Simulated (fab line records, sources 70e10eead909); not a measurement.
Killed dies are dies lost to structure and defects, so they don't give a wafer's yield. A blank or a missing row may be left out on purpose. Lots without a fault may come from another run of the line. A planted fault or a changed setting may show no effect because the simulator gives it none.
fab line records | flow nand_harc
record lots=24 wafers=72 last_day=24
route steps=1159 shown A_CONTACT@843
lots that met no fault: from a run of the same line without faults
start_h: hours from the record's first day to the start of the lot's first wafer shown | wait_h: hours since the lot's step before | " the same as in the row above | L1.1+2: a row that stands for several wafers | - no value, or no start given | * or withheld: withheld | < > ~ a bound
route shown NAME@n: a module of which the file shows steps, and the number in the route of the first | usual: mean/standard deviation of fault-free wafers | same: alike in all rows | chamber/n: place in a boat | sites: the reading at each site | _std_site: their standard deviation | _edge_site: outer sites' mean less inner sites' | radius_mm: how far each site lies from the wafer's centre | mask NAME#n: copy n | behind: the tool/chamber that last shaped the wafer | hold: why the lot was held/for how many hours/how that ended | device: the transistor (n, p or np) that didn't switch | end of line: the same wafers' tests at the end of the route | a step without rows: its recipe alone | killed: dies lost to structure and defects at the first sort, not the wafer's yield | map: a wafer's dies, x killed, . not, _ none there
set.NAME: the setting as run; set.NAME@STEP: as run at that earlier step | model.NAME: the simulator's own value behind a step, which no gauge read
steps of the route over a sample of lots; a table a step, a row a wafer
services: from which hour (start_h, from the record's first day; less than 0 if before it) a tool's chamber was out of use, for how many hours, and why
## steps
# step NHARC_A_CONTACT_DEP_29
# recipe target_thk_a=700 target_thk_nm=70 temp_c=400 pressure_torr=3.5 flow_sccm=200 rf_w=350 material=SiON
# usual chamber_pressure_Torr=3.500/0.0076 heater_power_outer_w=434/54 heater_power_w=733/79
# columns lot.wafer tool chamber start_h wait_h chamber_pressure_Torr heater_power_outer_w heater_power_w
L074.2 pecvd-01 2 367.73 1.6 3.503 462 748
L074.5 " 0 " " 3.486 379 689
L074.4 " 1 " " 3.485 418 708
L075.3 pecvd-04 2 372.42 1.7 3.510 441 770
L075.4 " 1 " " 3.502 378 648
L075.6 " 0 " " 3.518 354 605
L076.2 pecvd-04 0 389.77 1.5 3.504 367 614
L076.5 " 1 " " 3.508 358 619
L076.4 " 2 " " 3.486 459 768
L078.3 pecvd-02 1 394.39 1.1 3.481 505 792
L078.4 " 1 " " 3.500 505 815
L078.5 " 0 " " 3.496 446 729
L077.2 pecvd-01 2 398.88 1.5 3.504 495 860
L077.1 " 0 " " 3.498 376 688
L077.4 " 2 " " 3.494 503 835
L080.3 pecvd-04 1 406.46 1.1 3.503 406 683
L080.4 " 1 " " 3.501 405 690
L080.5 " 0 " " 3.506 337 591
L081.2 pecvd-04 1 408.63 1.5 3.491 400 680
L081.3 " 2 " " 3.497 454 784
L081.6 " 1 " " 3.499 405 653
L079.1 pecvd-01 2 412.73 1.8 3.501 466 806
L079.5 " 2 " " 3.500 476 832
L079.6 " 1 " " 3.487 398 651
L083.1 pecvd-02 0 422.72 1.9 3.490 451 715
L083.3 " 1 " " 3.497 485 799
L083.5 " 2 " " 3.509 445 739
L082.3 pecvd-02 0 423.03 1.1 3.508 430 717
L082.4 " 0 " " 3.505 429 721
L082.6 " 2 " " 3.502 487 824
L084.1 pecvd-02 2 427.44 1.9 3.500 479 791
L084.3 " 1 " " 3.511 406 688
L084.6 " 2 " " 3.493 475 763
L085.3 pecvd-01 2 436.85 1.1 3.498 470 817
L085.4 " 2 " " 3.496 472 804
L085.5 " 0 " " 3.499 419 768
L086.2 pecvd-02 1 442.13 1.6 3.491 501 811
L086.6 " 2 " " 3.508 505 812
L086.4 " 1 " " 3.497 495 824
L087.2 pecvd-01 0 446.85 1.6 3.506 477 815
L087.6 " 1 " " 3.494 389 665
L087.5 " 0 " " 3.509 474 826
L088.1 pecvd-02 2 446.85 1.9 3.503 498 789
L088.5 " 0 " " 3.489 427 711
L088.4 " 2 " " 3.493 481 814
L090.2 pecvd-01 2 454.26 1.5 3.493 462 808
L090.1 " 1 " " 3.493 455 734
L090.6 " 0 " " 3.505 412 747
L089.2 pecvd-04 2 454.30 1.5 3.508 464 786
L089.1 " 1 " " 3.499 388 671
L089.4 " 1 " " 3.497 397 657
L091.2 pecvd-02 0 479.54 1.5 3.495 416 687
L091.1 " 1 " " 3.494 479 785
L091.5 " 1 " " 3.515 466 773
L092.3 pecvd-02 0 479.71 1.1 3.496 392 665
L092.1 " 2 " " 3.517 532 848
L092.5 " 1 " " 3.494 474 775
L094.1 pecvd-02 0 485.65 1.9 3.499 433 690
L094.5 " 2 " " 3.496 539 866
L094.6 " 0 " " 3.504 429 716
L093.2 pecvd-04 1 487.68 1.5 3.507 361 638
L093.1 " 2 " " 3.503 391 706
L093.6 " 0 " " 3.497 369 652
L096.2 pecvd-04 2 491.59 1.5 3.502 443 758
L096.4 " 2 " " 3.513 462 760
L096.6 " 1 " " 3.510 333 586
L095.1 pecvd-01 1 495.67 1.9 3.500 461 745
L095.4 " 0 " " 3.495 476 822
L095.5 " 1 " " 3.507 458 729
L097.2 pecvd-04 1 501.59 1.5 3.504 411 685
L097.1 " 2 " " 3.501 448 756
L097.4 " 2 " " 3.490 453 769
# step NHARC_A_CONTACT_ETCH_49
# recipe target_depth_a=2600 over_etch_frac=0.3 time_s=475.3 ion_energy_ev=200 n2_flow_sccm=150 h2_flow_sccm=150 ar_flow_sccm=0 rf_w=400 bias_w=150 chemistry=N2/H2
# usual drypump_motor_current_A=5.9/0.42 oes_product_au=1.003/0.008 rf_vpp_V=429.8/2.7 showerhead_plenum_p_Torr=2.02/0.089 throttle_valve_pct=14.171/0.0088
# same over_etch_frac=0.3
# columns lot.wafer tool chamber start_h wait_h drypump_motor_current_A oes_product_au rf_hours_counter_h rf_vpp_V showerhead_plenum_p_Torr throttle_valve_pct
L074.2 rie_diel-03 1 - - 5.7 0.994 24 432.4 2.14 14.179
L074.4 " 2 " " 6.2 0.991 26 426.5 1.90 14.166
L074.5 " 1 " " 5.7 0.992 - 433.9 2.14 14.166
L075.4 rie_diel-12 2 - - 5.2 0.999 62 427.8 1.93 14.177
L075.3 " 0 " " 6.1 1.005 58 432.5 2.14 14.181
L075.6 " 1 " " 6.0 1.007 - 429.2 2.00 14.187
L076.2 rie_diel-03 0 - - 6.0 1.004 28 430.5 2.02 14.178
L076.4 " 2 " " 6.2 1.004 30 427.1 1.90 14.179
L076.5 " 0 " " 6.0 1.008 - 428.0 2.02 14.166
L078.3 rie_diel-12 0 - - 6.1 1.013 1 434.5 2.13 14.172
L078.4 " 3 " " 5.7 1.019 1 430.4 2.03 14.163
L078.5 " 1 " " 6.0 1.006 - 430.1 2.00 14.179
L077.4 rie_diel-12 1 - - 6.0 1.002 3 429.0 2.00 14.158
L077.2 " 3 " " 5.7 1.008 2 430.9 2.03 14.177
L077.1 " 0 " " 6.1 1.013 3 431.9 2.13 14.167
L080.4 rie_diel-03 1 - - 5.7 1.010 1 432.0 2.14 14.169
L080.3 " 0 " " 6.0 1.000 1 430.5 2.02 14.177
L080.5 " 1 " " 5.7 1.000 - 432.5 2.14 14.174
L081.2 rie_diel-08 1 - - 5.8 0.989 35 430.3 2.02 14.154
L081.3 " 0 " " 5.9 1.002 33 432.6 2.10 14.165
L081.6 " 1 " " 5.8 1.001 - 431.5 2.02 14.179
L079.1 rie_diel-03 0 - - 6.0 0.987 3 430.3 2.02 14.161
L079.5 " 1 " " 5.7 1.000 - 433.1 2.14 14.155
L079.6 " 2 " " 6.2 0.999 - 427.3 1.90 14.166
L083.3 rie_diel-03 0 - - 6.0 1.002 5 428.9 2.02 14.172
L083.1 " 2 " " 6.2 1.013 5 426.7 1.90 14.169
L083.5 " 1 " " 5.7 1.011 - 433.4 2.13 14.165
L082.3 rie_diel-03 1 - - 5.7 1.001 6 434.5 2.13 14.151
L082.4 " 2 " " 6.2 1.013 5 426.8 1.90 14.164
L082.6 " 1 " " 5.7 1.002 - 432.9 2.13 14.169
L084.1 rie_diel-03 3 - - 6.5 0.995 6 428.8 2.01 14.165
L084.3 " 2 " " 6.2 1.007 7 425.7 1.90 14.179
L084.6 " 0 " " 6.0 0.997 - 430.2 2.02 14.187
L085.4 rie_diel-03 0 - - 6.0 0.996 9 429.4 2.02 14.182
L085.3 " 2 " " 6.2 1.014 9 427.6 1.90 14.172
L085.5 " 1 " " 5.7 1.000 - 432.4 2.13 14.182
L086.4 rie_diel-12 3 - - 5.7 1.021 19 430.1 2.02 14.168
L086.2 " 0 " " 6.1 1.020 19 434.8 2.13 14.172
L086.6 " 3 " " 5.7 1.012 - 430.2 2.02 14.159
L087.2 rie_diel-03 3 - - 6.5 0.997 10 428.4 2.01 14.176
L087.5 " 1 " " 5.7 0.999 - 431.8 2.13 14.185
L087.6 " 2 " " 6.2 1.002 - 425.4 1.90 14.184
L088.1 rie_diel-08 2 - - 5.7 1.011 51 426.9 1.88 14.173
L088.4 " 3 " " 4.8 1.009 47 427.4 1.91 14.169
L088.5 " 2 " " 5.7 1.009 - 424.9 1.88 14.165
L090.1 rie_diel-03 3 - - 6.6 0.995 11 429.1 2.01 14.175
L090.2 " 0 " " 6.0 0.995 11 430.2 2.02 14.167
L090.6 " 2 " " 6.2 1.003 - 427.1 1.90 14.164
L089.4 rie_diel-03 2 - - 6.2 1.002 11 425.7 1.90 14.176
L089.2 " 0 " " 6.0 0.993 12 430.6 2.01 14.164
L089.1 " 1 " " 5.7 1.001 12 433.3 2.13 14.165
L091.1 rie_diel-03 0 - - 6.0 0.991 18 428.8 2.01 14.149
L091.2 " 3 " " 6.5 0.993 17 428.5 2.01 14.166
L091.5 " 1 " " 5.7 1.000 - 433.0 2.13 14.157
L092.3 rie_diel-12 2 - - 5.2 1.001 33 427.8 1.92 14.175
L092.1 " 3 " " 5.7 1.031 34 431.6 2.02 14.174
L092.5 " 2 " " 5.2 0.993 - 427.6 1.92 14.173
L094.1 rie_diel-12 0 - - 6.1 1.006 37 435.0 2.12 14.164
L094.6 " 1 " " 5.9 1.005 - 430.2 1.99 14.168
L094.5 " 2 " " 5.2 1.007 - 427.7 1.92 14.189
L093.1 rie_diel-08 0 - - 6.0 1.000 0 431.1 2.09 14.161
L093.2 " 2 " " 5.7 0.999 0 435.3 2.22 14.177
L093.6 " 0 " " 6.0 1.008 - 432.7 2.09 14.174
L096.4 rie_diel-08 2 - - 5.7 1.002 2 435.5 2.22 14.165
L096.2 " 0 " " 6.0 1.008 2 431.2 2.09 14.176
L096.6 " 3 " " 4.9 0.990 - 426.0 1.90 14.175
L095.1 rie_diel-03 1 - - 5.7 0.995 20 432.1 2.13 14.179
L095.4 " 2 " " 6.2 1.010 18 426.3 1.89 14.178
L095.5 " 1 " " 5.7 1.007 - 433.9 2.13 14.162
L097.2 rie_diel-08 0 - - 6.0 1.013 8 432.8 2.09 14.168
L097.1 " 1 " " 5.8 1.016 8 429.0 2.01 14.162
L097.4 " 3 " " 4.9 0.995 6 425.7 1.90 14.157
# step NHARC_A_CONTACT_ETCH_111
# recipe source_w=withheld pressure_mtorr=20 bias_v=withheld time_s=140 target_depth_a=7000 ar_flow_sccm=withheld c4f8_flow_sccm=withheld o2_flow_sccm=withheld chemistry=C4F8/O2/Ar
# columns lot.wafer tool chamber start_h wait_h rf_hours_counter_h
L074.2 har_cap_etch-01 0 370.16 - 54
L074.4 " 0 " " -
L074.5 " 1 " " -
L075.4 har_cap_etch-02 1 374.64 - -
L075.3 " 0 " " -
L075.6 " 1 " " -
L076.2 har_cap_etch-01 0 391.94 - 58
L076.4 " 0 " " -
L076.5 " 0 " " -
L078.3 har_cap_etch-03 1 396.51 - -
L078.4 " 0 " " -
L078.5 " 0 " " -
L077.2 har_cap_etch-01 1 401.04 - 59
L077.1 " 0 " " 59
L077.4 " 1 " " -
L080.4 har_cap_etch-03 0 408.70 - -
L080.3 " 1 " " -
L080.5 " 0 " " -
L081.2 har_cap_etch-01 0 410.95 - 62
L081.3 " 0 " " -
L081.6 " 0 " " -
L079.1 har_cap_etch-03 0 414.95 - 84
L079.5 " 1 " " -
L079.6 " 0 " " -
L083.1 har_cap_etch-02 1 425.54 - 18
L083.3 " 1 " " -
L083.5 " 0 " " -
L082.4 har_cap_etch-03 0 425.97 - -
L082.3 " 1 " " -
L082.6 " 1 " " -
L084.1 har_cap_etch-02 0 429.50 - 20
L084.3 " 0 " " -
L084.6 " 1 " " -
L085.3 har_cap_etch-01 1 438.95 - -
L085.4 " 0 " " -
L085.5 " 0 " " -
L086.2 har_cap_etch-01 0 444.84 - 68
L086.4 " 0 " " -
L086.6 " 1 " " -
L087.2 har_cap_etch-02 0 449.07 - 24
L087.5 " 0 " " -
L087.6 " 1 " " -
L088.1 har_cap_etch-01 1 449.53 - 70
L088.4 " 1 " " -
L088.5 " 0 " " -
L090.1 har_cap_etch-01 1 456.62 - 71
L090.2 " 0 " " 71
L090.6 " 0 " " -
L089.1 har_cap_etch-02 1 457.09 - 26
L089.2 " 0 " " 26
L089.4 " 0 " " -
L091.1 har_cap_etch-03 0 481.97 - 97
L091.2 " 1 " " 97
L091.5 " 0 " " -
L092.1 har_cap_etch-01 1 482.05 - 75
L092.3 " 1 " " -
L092.5 " 1 " " -
L094.1 har_cap_etch-02 0 488.29 - 29
L094.5 " 1 " " -
L094.6 " 0 " " -
L093.1 har_cap_etch-03 1 489.70 - 98
L093.2 " 0 " " 98
L093.6 " 0 " " -
L096.2 har_cap_etch-03 0 493.80 - 99
L096.4 " 1 " " -
L096.6 " 0 " " -
L095.1 har_cap_etch-02 1 498.18 - 31
L095.4 " 1 " " -
L095.5 " 1 " " -
L097.2 har_cap_etch-02 1 503.73 - 33
L097.1 " 0 " " 33
L097.4 " 1 " " -
# step NHARC_A_CONTACT_ETCH_123
# recipe source_w=withheld pressure_mtorr=20 bias_v=400 time_s=253 target_depth_a=10900 ar_flow_sccm=withheld c4f8_flow_sccm=11.5 o2_flow_sccm=7.2 chemistry=C4F8/O2/Ar
# columns lot.wafer tool chamber start_h wait_h rf_hours_counter_h
L074.2 har_cap_etch-01 0 371.38 0.1 55
L074.4 " 0 " " -
L074.5 " 1 " " -
L075.4 har_cap_etch-02 1 375.88 0.2 -
L075.3 " 0 " " -
L075.6 " 1 " " -
L076.2 har_cap_etch-01 0 393.14 0.1 59
L076.4 " 0 " " -
L076.5 " 0 " " -
L078.3 har_cap_etch-03 1 397.75 0.2 -
L078.4 " 0 " " -
L078.5 " 0 " " -
L077.2 har_cap_etch-01 1 402.24 0.1 60
L077.1 " 0 " " 60
L077.4 " 1 " " -
L080.4 har_cap_etch-03 0 409.94 0.2 -
L080.3 " 1 " " -
L080.5 " 0 " " -
L081.2 har_cap_etch-01 0 412.17 0.1 63
L081.3 " 0 " " -
L081.6 " 0 " " -
L079.1 har_cap_etch-03 0 416.17 0.1 85
L079.5 " 1 " " -
L079.6 " 0 " " -
L083.1 har_cap_etch-02 1 426.77 0.1 19
L083.3 " 1 " " -
L083.5 " 0 " " -
L082.4 har_cap_etch-03 0 427.21 0.2 -
L082.3 " 1 " " -
L082.6 " 1 " " -
L084.1 har_cap_etch-02 0 430.72 0.1 21
L084.3 " 0 " " -
L084.6 " 1 " " -
L085.3 har_cap_etch-01 1 440.19 0.2 -
L085.4 " 0 " " -
L085.5 " 0 " " -
L086.2 har_cap_etch-01 0 446.06 0.1 69
L086.4 " 0 " " -
L086.6 " 1 " " -
L087.2 har_cap_etch-02 0 450.27 0.1 25
L087.5 " 0 " " -
L087.6 " 1 " " -
L088.1 har_cap_etch-01 1 450.73 0.1 71
L088.4 " 1 " " -
L088.5 " 0 " " -
L090.1 har_cap_etch-01 1 457.82 0.1 72
L090.2 " 0 " " 72
L090.6 " 0 " " -
L089.1 har_cap_etch-02 1 458.29 0.1 27
L089.2 " 0 " " 27
L089.4 " 0 " " -
L091.1 har_cap_etch-03 0 483.17 0.1 98
L091.2 " 1 " " 98
L091.5 " 0 " " -
L092.1 har_cap_etch-01 1 483.27 0.1 76
L092.3 " 1 " " -
L092.5 " 1 " " -
L094.1 har_cap_etch-02 0 489.91 0.2 30
L094.5 " 1 " " -
L094.6 " 0 " " -
L093.1 har_cap_etch-03 1 490.90 0.1 99
L093.2 " 0 " " 99
L093.6 " 0 " " -
L096.2 har_cap_etch-03 0 495.02 0.1 100
L096.4 " 1 " " -
L096.6 " 0 " " -
L095.1 har_cap_etch-02 1 500.36 0.2 32
L095.4 " 1 " " -
L095.5 " 1 " " -
L097.2 har_cap_etch-02 1 505.87 0.1 34
L097.1 " 0 " " 34
L097.4 " 1 " " -
# step NHARC_A_CONTACT_ETCH_96
# recipe target_depth_a=200 over_etch_frac=0.5 time_s=10 ion_energy_ev=250 c4f6_flow_sccm=25 o2_flow_sccm=20 ar_flow_sccm=500 rf_w=600 bias_w=500 chemistry=C4F6/O2
# usual drypump_motor_current_A=5.8/0.43 oes_product_au=0.981/0.026 rf_vpp_V=546/3.3 showerhead_plenum_p_Torr=3.87/0.15 throttle_valve_pct=26.906/0.0097
# same over_etch_frac=0.5
# columns lot.wafer tool chamber start_h wait_h drypump_motor_current_A oes_product_au rf_hours_counter_h rf_vpp_V showerhead_plenum_p_Torr throttle_valve_pct
L074.2 rie_diel-03 3 - - 6.6 0.946 27 546 3.88 26.911
L074.4 " 1 " " 5.7 0.964 26 550 4.09 26.919
L074.5 " 0 " " 6.0 0.943 - 547 3.89 26.893
L075.4 rie_diel-08 1 - - 5.8 0.951 23 544 3.90 26.919
L075.3 " 0 " " 6.0 0.935 23 548 4.04 26.895
L075.6 " 2 " " 5.7 0.960 - 541 3.67 26.889
L076.2 rie_diel-12 1 - - 6.0 1.000 1 547 3.85 26.917
L076.4 " 2 " " 5.2 0.994 1 543 3.74 26.925
L076.5 " 3 " " 5.7 1.014 - 545 3.90 26.889
L078.4 rie_diel-08 0 - - 6.0 1.007 29 548 4.03 26.910
L078.3 " 2 " " 5.7 1.019 31 542 3.67 26.902
L078.5 " 0 " " 6.0 1.000 - 549 4.03 26.909
L077.2 rie_diel-03 0 - - 6.0 0.999 0 548 3.89 26.918
L077.4 " 1 " " 5.7 1.000 0 549 4.09 26.896
L077.1 " 3 " " 6.6 1.005 0 546 3.88 26.887
L080.4 rie_diel-12 3 - - 5.8 1.012 5 547 3.90 26.897
L080.3 " 0 " " 6.1 1.015 6 550 4.08 26.911
L080.5 " 2 " " 5.2 0.990 - 545 3.74 26.917
L081.2 rie_diel-03 3 - - 6.5 1.000 2 545 3.88 26.913
L081.3 " 0 " " 6.0 0.995 3 546 3.89 26.911
L081.6 " 0 " " 6.0 0.997 - 547 3.89 26.906
L079.1 rie_diel-08 1 - - 5.8 1.005 39 546 3.89 26.898
L079.5 " 3 " " 4.9 1.011 - 541 3.70 26.917
L079.6 " 0 " " 6.0 1.001 - 549 4.03 26.909
L083.1 rie_diel-03 1 - - 5.7 0.933 7 551 4.09 26.900
L083.3 " 0 " " 6.0 0.923 7 548 3.88 26.902
L083.5 " 1 " " 5.7 0.933 - 551 4.08 26.913
L082.3 rie_diel-08 3 - - 4.9 0.972 40 543 3.70 26.901
L082.4 " 0 " " 6.0 0.965 40 548 4.03 26.904
L082.6 " 2 " " 5.7 0.974 - 542 3.66 26.900
L084.1 rie_diel-12 1 - - 6.0 1.007 14 546 3.85 26.913
L084.3 " 2 " " 5.2 1.007 14 542 3.73 26.894
L084.6 " 1 " " 6.0 1.009 - 545 3.85 26.899
L085.4 rie_diel-08 2 - - 5.7 0.956 48 542 3.66 26.905
L085.3 " 3 " " 4.8 0.944 45 542 3.70 26.903
L085.5 " 2 " " 5.7 0.957 - 542 3.66 26.890
L086.2 rie_diel-03 1 - - 5.7 0.993 11 550 4.08 26.909
L086.4 " 3 " " 6.6 0.991 9 546 3.87 26.895
L086.6 " 1 " " 5.7 0.990 - 550 4.08 26.906
L087.2 rie_diel-08 2 - - 5.7 0.945 52 541 3.65 26.906
L087.5 " 2 " " 5.7 0.937 - 543 3.65 26.909
L087.6 " 3 " " 4.9 0.947 - 542 3.69 26.902
L088.4 rie_diel-03 1 - - 5.7 0.986 11 550 4.08 26.905
L088.1 " 2 " " 6.2 0.978 11 542 3.68 26.915
L088.5 " 1 " " 5.7 0.979 - 551 4.08 26.920
L090.1 rie_diel-08 0 - - 6.0 0.961 51 549 4.02 26.907
L090.2 " 1 " " 5.8 0.953 53 546 3.88 26.905
L090.6 " 1 " " 5.8 0.957 - 545 3.88 26.924
L089.4 rie_diel-12 0 - - 6.2 0.953 26 550 4.07 26.913
L089.1 " 1 " " 6.0 0.944 24 546 3.84 26.906
L089.2 " 2 " " 5.2 0.946 24 543 3.73 26.877
L091.2 rie_diel-03 2 - - 6.2 1.013 16 542 3.68 26.917
L091.1 " 3 " " 6.6 0.951 17 545 3.87 26.913
L091.5 " 1 " " 5.7 0.957 - 549 4.08 26.898
L092.1 rie_diel-12 2 - - 5.2 0.938 34 543 3.72 26.914
L092.3 " 3 " " 5.8 0.963 35 547 3.88 26.903
L092.5 " 1 " " 6.0 0.949 - 546 3.83 26.889
L094.1 rie_diel-03 1 - - 5.7 1.001 19 552 4.08 26.913
L094.5 " 1 " " 5.7 1.007 - 550 4.08 26.920
L094.6 " 2 " " 6.2 1.004 - 541 3.68 26.903
L093.1 rie_diel-03 2 - - 6.2 1.011 17 543 3.67 26.917
L093.2 " 3 " " 6.6 0.995 18 545 3.87 26.916
L093.6 " 2 " " 6.2 1.001 - 543 3.67 26.918
L096.2 rie_diel-03 1 - - 5.7 1.012 19 550 4.08 26.895
L096.4 " 2 " " 6.2 1.009 18 541 3.67 26.907
L096.6 " 0 " " 6.0 1.001 - 547 3.88 26.915
L095.4 rie_diel-08 2 - - 5.7 0.991 6 555 4.22 26.906
L095.1 " 0 " " 6.0 0.994 8 548 4.01 26.887
L095.5 " 3 " " 4.9 0.988 - 542 3.68 26.897
L097.1 rie_diel-03 0 507.12 0.4 6.0 0.996 22 545 3.88 26.902
L097.2 " 1 " " 5.7 1.000 22 549 4.08 26.908
L097.4 " 0 " " 6.0 0.996 - 547 3.88 26.927
# step NHARC_A_CONTACT_ETCH_102
# recipe target_depth_a=700 overetch_a=70 time_s=38.5 ion_energy_ev=100 cf4_flow_sccm=80 o2_flow_sccm=20 ar_flow_sccm=0 rf_w=300 bias_w=100 chemistry=CF4/O2
# usual cf4_flow_sccm=80.03/0.23 drypump_motor_current_A=5.8/0.42 oes_product_au=1.004/0.0084 rf_vpp_V=197.3/1.5 showerhead_plenum_p_Torr=1.32/0.053 throttle_valve_pct=13.397/0.0089
# columns lot.wafer tool chamber start_h wait_h cf4_flow_sccm drypump_motor_current_A oes_product_au rf_hours_counter_h rf_vpp_V showerhead_plenum_p_Torr throttle_valve_pct
L074.4 rie_diel-03 2 372.53 0.2 79.96 6.2 0.996 28 196.2 1.25 13.386
L074.2 " 3 " " 80.14 6.5 1.006 27 198.4 1.32 13.403
L074.5 " 1 " " 79.88 5.7 1.000 - 199.8 1.40 13.410
L075.4 rie_diel-08 3 376.89 0.1 79.67 4.8 0.996 23 195.0 1.26 13.384
L075.3 " 1 " " 80.05 5.8 1.000 23 195.8 1.33 13.392
L075.6 " 3 " " 79.73 4.8 1.002 - 196.7 1.26 13.406
L076.2 rie_diel-12 0 394.25 0.1 79.95 6.1 1.005 1 198.3 1.39 13.385
L076.4 " 1 " " 79.99 5.9 1.010 1 197.0 1.31 13.406
L076.5 " 1 " " 79.98 6.0 1.017 - 196.6 1.31 13.399
L078.3 rie_diel-12 3 398.92 0.1 79.94 5.7 1.018 2 197.8 1.33 13.391
L078.4 " 0 " " 79.70 6.1 1.009 3 198.7 1.39 13.413
L078.5 " 3 " " 80.05 5.7 1.016 - 198.6 1.33 13.396
L077.2 rie_diel-08 1 403.58 0.0 80.26 5.8 0.991 32 197.4 1.32 13.392
L077.1 " 3 " " 80.15 4.8 1.003 30 194.9 1.26 13.400
L077.4 " 0 " " 80.33 6.0 0.997 30 200.0 1.37 13.390
L080.4 rie_diel-12 2 410.95 0.1 80.07 5.2 1.003 5 195.0 1.27 13.411
L080.3 " 3 " " 79.93 5.7 1.011 5 195.9 1.33 13.404
L080.5 " 1 " " 79.80 6.0 1.008 - 196.5 1.31 13.390
L081.2 rie_diel-03 3 413.27 0.1 80.43 6.5 0.994 2 195.7 1.32 13.420
L081.3 " 1 " " 79.82 5.7 0.997 3 198.9 1.39 13.398
L081.6 " 3 " " 80.32 6.5 0.993 - 196.4 1.32 13.389
L079.1 rie_diel-03 0 417.29 0.1 80.17 6.0 0.997 3 197.4 1.32 13.388
L079.5 " 1 " " 79.86 5.7 0.999 - 198.7 1.39 13.393
L079.6 " 2 " " 80.28 6.2 1.006 - 196.2 1.25 13.407
L083.1 rie_diel-03 2 427.82 0.1 79.70 6.2 1.005 7 194.9 1.25 13.387
L083.3 " 1 " " 79.97 5.7 1.012 7 198.1 1.39 13.401
L083.5 " 3 " " 79.71 6.5 0.995 - 197.6 1.32 13.389
L082.3 rie_diel-12 1 428.30 0.0 80.18 6.0 1.009 14 198.3 1.31 13.392
L082.4 " 3 " " 80.35 5.7 1.020 14 198.4 1.32 13.410
L082.6 " 2 " " 79.73 5.2 0.997 - 196.3 1.27 13.405
L084.1 rie_diel-12 3 431.84 0.1 80.28 5.7 1.018 14 197.6 1.32 13.404
L084.3 " 0 " " 80.21 6.1 1.016 15 198.2 1.39 13.389
L084.6 " 3 " " 80.22 5.7 1.016 - 198.2 1.32 13.411
L085.4 rie_diel-08 1 441.21 0.1 79.59 5.8 0.998 47 197.1 1.32 13.387
L085.3 " 3 " " 80.07 4.9 0.998 45 196.1 1.25 13.398
L085.5 " 1 " " 79.85 5.8 1.000 - 198.2 1.32 13.393
L086.2 rie_diel-03 2 447.12 0.0 80.04 6.2 0.988 10 196.3 1.25 13.392
L086.4 " 1 " " 79.88 5.7 1.001 11 197.5 1.39 13.406
L086.6 " 3 " " 80.27 6.5 0.995 - 195.6 1.32 13.381
L087.2 rie_diel-03 0 451.43 0.1 79.68 6.0 0.997 11 197.0 1.32 13.392
L087.5 " 3 " " 79.92 6.6 0.993 - 199.3 1.32 13.397
L087.6 " 0 " " 80.01 5.9 1.003 - 198.8 1.32 13.393
L088.1 rie_diel-03 1 451.88 0.1 79.80 5.7 0.997 12 200.1 1.39 13.402
L088.4 " 3 " " 80.19 6.6 0.990 10 196.1 1.32 13.392
L088.5 " 0 " " 80.10 6.0 0.997 - 197.2 1.32 13.391
L090.1 rie_diel-08 0 459.04 0.1 80.30 5.9 0.999 51 199.0 1.37 13.411
L090.2 " 2 " " 80.18 5.7 1.011 54 196.6 1.24 13.400
L090.6 " 3 " " 80.12 4.9 0.995 - 194.9 1.25 13.389
L089.1 rie_diel-12 3 459.50 0.1 80.32 5.7 1.013 25 196.5 1.32 13.392
L089.4 " 0 " " 80.17 6.1 1.009 26 200.3 1.39 13.390
L089.2 " 2 " " 80.39 5.2 1.002 24 195.7 1.26 13.406
L091.2 rie_diel-03 1 484.27 0.1 79.95 5.7 1.003 18 198.2 1.39 13.398
L091.1 " 3 " " 80.27 6.5 1.002 17 197.1 1.31 13.397
L091.5 " 2 " " 80.30 6.2 1.003 - 196.0 1.24 13.396
L092.3 rie_diel-12 0 484.35 0.1 80.42 6.1 1.012 36 197.5 1.39 13.387
L092.1 " 3 " " 80.03 5.7 1.013 35 197.8 1.32 13.394
L092.5 " 1 " " 80.08 6.0 1.017 - 196.1 1.30 13.397
L094.1 rie_diel-12 1 491.52 0.1 79.95 6.0 1.007 38 197.0 1.30 13.401
L094.5 " 3 " " 79.98 5.7 1.012 - 196.2 1.32 13.417
L094.6 " 0 " " 79.88 6.1 1.005 - 198.6 1.39 13.383
L093.2 rie_diel-12 3 492.07 0.1 79.95 5.7 1.012 38 197.6 1.32 13.407
L093.1 " 0 " " 80.07 6.1 1.003 39 199.5 1.39 13.375
L093.6 " 2 " " 79.79 5.2 0.988 - 195.7 1.26 13.379
L096.2 rie_diel-03 2 496.08 0.1 79.77 6.2 1.005 18 197.5 1.24 13.409
L096.4 " 0 " " 80.17 6.0 0.988 19 198.3 1.32 13.402
L096.6 " 1 " " 79.96 5.7 0.994 - 197.8 1.39 13.410
L095.4 rie_diel-08 1 501.67 0.1 80.30 5.8 1.017 8 196.9 1.32 13.397
L095.1 " 3 " " 80.28 4.8 1.006 6 195.1 1.25 13.405
L095.5 " 1 " " 80.20 5.8 1.009 - 198.7 1.32 13.400
L097.4 rie_diel-08 3 507.53 0.1 80.33 4.9 1.010 8 197.2 1.25 13.400
L097.2 " 0 " " 79.69 5.9 1.002 9 199.0 1.37 13.389
L097.1 " 2 " " 80.28 5.7 1.011 9 198.5 1.44 13.405
## services
# columns tool chamber start_h hours kind
har_cap_etch-01 - 346.71 10.3 repair
rie_diel-03 0 346.93 - clean
rie_diel-03 1 346.93 - clean
rie_diel-03 2 346.93 - clean
rie_diel-03 3 346.93 - clean
har_cap_etch-03 - 365.53 5.1 repair
rie_diel-03 0 371.43 - clean
rie_diel-03 1 371.43 - clean
rie_diel-03 2 371.43 - clean
rie_diel-03 3 371.43 - clean
pecvd-04 - 376.13 13.0 pm
rie_diel-08 3 386.36 2.3 repair
rie_diel-03 - 392.30 9.0 pm
rie_diel-03 0 392.30 9.0 vent_cycle
rie_diel-03 1 392.30 9.0 vent_cycle
rie_diel-03 2 392.30 9.0 vent_cycle
har_cap_etch-01 - 398.89 0.1 repair
har_cap_etch-02 - 407.55 0.5 repair
pecvd-01 - 418.00 13.0 pm
pecvd-04 1 447.21 6.6 repair
pecvd-01 0 467.49 1.9 repair
rie_diel-08 - 478.98 9.0 pm
rie_diel-03 2 479.61 3.9 repair
rie_diel-03 3 500.62 17.4 repair
## key
fault none
